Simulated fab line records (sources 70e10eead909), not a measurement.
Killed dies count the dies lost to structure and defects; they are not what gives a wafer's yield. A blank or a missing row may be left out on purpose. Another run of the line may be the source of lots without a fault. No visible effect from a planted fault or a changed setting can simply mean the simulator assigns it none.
8D (eight disciplines) problem report, filled in by code | flow nandHarc | the parts of the form that need people (team, actions taken, sign-off) are left out

## 1. PROBLEM STATEMENT
Mean of rawDefectCount at NHARC_P_GATE_INSPECT_68: 844 across 6 wafers in 2 lots; on wafers with no fault it is 220 (standard deviation 81). That puts it +7.7 standard deviations away from the usual mean.
Seen first at day 8 02:54 on defectInspect-01, wafer L973.4. The record has a number at this step for 39 wafers belonging to 13 lots. Rule for "out" (also "out of limits"): further than 4 standard deviations from the usual mean. The other wafers with a number count as sound.

## 2. WHAT THIS IS AND IS NOT
question                    | is                                 | is not
which readings at this step | rawDefectCount                     | -
which lots                  | L973, L974                         | L963, L965, L966, L967, L969, L970, L971, L972, L981, L985, L986
which wafers of those lots  | all that have a number             | -
read on which gauges        | defectInspect-01, defectInspect-02 | -
when                        | from day 8 02:54                   | up to then (24 sound wafers); but 9 sound wafers of L981, L985, L986 came after

## 3. SUSPECTS, AND WHAT RULES EACH OUT
Counting: a tool stays on the suspect list if, at a process step up to the reading, it processed all lots that are out and no sound lot following the first of them.
- the gauge at NHARC_P_GATE_INSPECT_68 has been ruled out. The wafers that are out were read on 2 gauges (defectInspect-01, defectInspect-02).
- rieDiel-04 at NHARC_P_GATE_STRIP_106 (strips in O2/COS): ruled out as a lasting fault. Following L973 (day 7 08:00), the first lot on it that is out, the sound lots L986 were run on it.
Left after counting: nothing in the record.

## 4. THE CAUSE (what the simulator had put in)
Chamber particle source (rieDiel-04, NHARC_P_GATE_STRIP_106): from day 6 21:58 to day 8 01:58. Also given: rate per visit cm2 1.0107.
Counting ruled it out, wrongly: the rule takes a fault to strike every lot that its tool runs from its start on, and this one did not.

## 5. THE EFFECT CHAIN, in route order
One row per reading whose mean, taken over the struck wafers that have a number, lies over 3 standard deviations from the usual. Scope: only readings with a usual standard deviation given in the record; hours: median across lots of the time from each lot's start at the first step in this table that gives one to its start at this step; sigmas: change in usual standard deviations.
hours | step                    | reading           | usual | on struck wafers | change | sigmas
0     | NHARC_P_GATE_INSPECT_68 | rawDefectCount    | 220   | 844              | +624   | +7.7
332   | NHARC_END_SORT_01       | killedAtPeriphery | 3.3   | 76.5             | +73.2  | +26
332   | NHARC_END_SORT_01       | killedDies        | 32    | 104              | +72    | +6.6

## 6. HOW IT WOULD HAVE BEEN CAUGHT EARLIER
In this record the first reading out of limits at a measuring or inspecting step was taken at day 8 02:54, 29 hours after the fault began at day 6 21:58.
